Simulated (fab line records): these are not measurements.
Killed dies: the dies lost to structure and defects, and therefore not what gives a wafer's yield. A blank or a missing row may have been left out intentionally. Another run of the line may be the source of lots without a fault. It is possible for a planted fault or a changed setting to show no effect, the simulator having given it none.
Chamber matching	flow n5_finfet	cmp-01 running N5_BEOL_M6_CMP_52: 4 sister chambers
The step polishes, stops on SiCOH lowk, t overpolish 6.9 s, target thk 80 nm. 16 wafers are shown with their chamber, then 8 later ones without.

## WAFERS, EACH WITH ITS CHAMBER
wafer	chamber	motor_current_A (A)	head_pressure_psi (psi)	barrier_field_endpoint_s (s)
L075.1	2	6.4	1.0019	28.3
L075.4	0	7.0	0.9996	28.0
L075.5	3	6.8	1.0011	28.4
L077.2	0	7.4	0.9972	28.3
L077.3	3	7.0	1.0022	28.5
L077.4	2	6.3	1.0041	29.0
L076.3	2	6.5	1.0039	28.8
L076.5	2	6.6	1.0045	28.6
L076.6	3	6.6	1.0013	28.2
L079.1	0	7.4	0.9988	28.2
L079.4	1	5.9	1.0016	28.9
L079.6	0	7.5	0.9947	27.7
L082.1	3	6.7	0.9970	28.2
L082.4	0	7.6	0.9991	28.2
L082.6	3	6.7	0.9989	29.2
L089.1	2	6.4	1.0061	29.1

SIGNATURES (means of the wafers above)
reading	chamber 0	chamber 1	chamber 2	chamber 3	scatter within a chamber
motor_current_A	7.380	5.900	6.440	6.760	0.171
head_pressure_psi	0.997880	1.001600	1.004100	1.000100	0.00189
barrier_field_endpoint_s	28.080	28.900	28.760	28.500	0.332
Rule: a wafer's distance from a chamber is the root of the sum, over the readings, of the square of ((its reading less the chamber's mean) divided by the reading's scatter). The wafer belongs to the nearest chamber; if the next one is less than 2 further off, it can't be placed. How the scatter is found: for the shown wafers, subtract from each reading the mean of its chamber, square and add these, divide the total by (wafers less chambers), then take the root.

## WAFERS WITH NO CHAMBER GIVEN
wafer	motor_current_A (A)	head_pressure_psi (psi)	barrier_field_endpoint_s (s)
L089.4	6.8	1.0008	28.2
L089.6	7.7	0.9988	28.1
L090.2	6.8	1.0004	29.0
L090.3	7.4	0.9992	28.6
L090.6	6.8	1.0004	28.9
L093.1	6.5	1.0006	28.9
L093.5	7.8	1.0009	29.4
L093.6	6.8	0.9969	29.7

## CHAMBER TAKEN BY EACH
wafer	from the rows above	in truth
L089.4	3	3
L089.6	0	0
L090.2	can't be placed: 3 or 2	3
L090.3	0	0
L090.6	can't be placed: 3 or 2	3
L093.1	can't be placed: 2 or 3 or 1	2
L093.5	can't be placed: 0 or 3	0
L093.6	can't be placed: 3 or 2 or 0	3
3 of 8 placed correctly. Can't be placed from these rows: 5 (the true chamber is among the candidates in 5). Placed wrongly: 0.
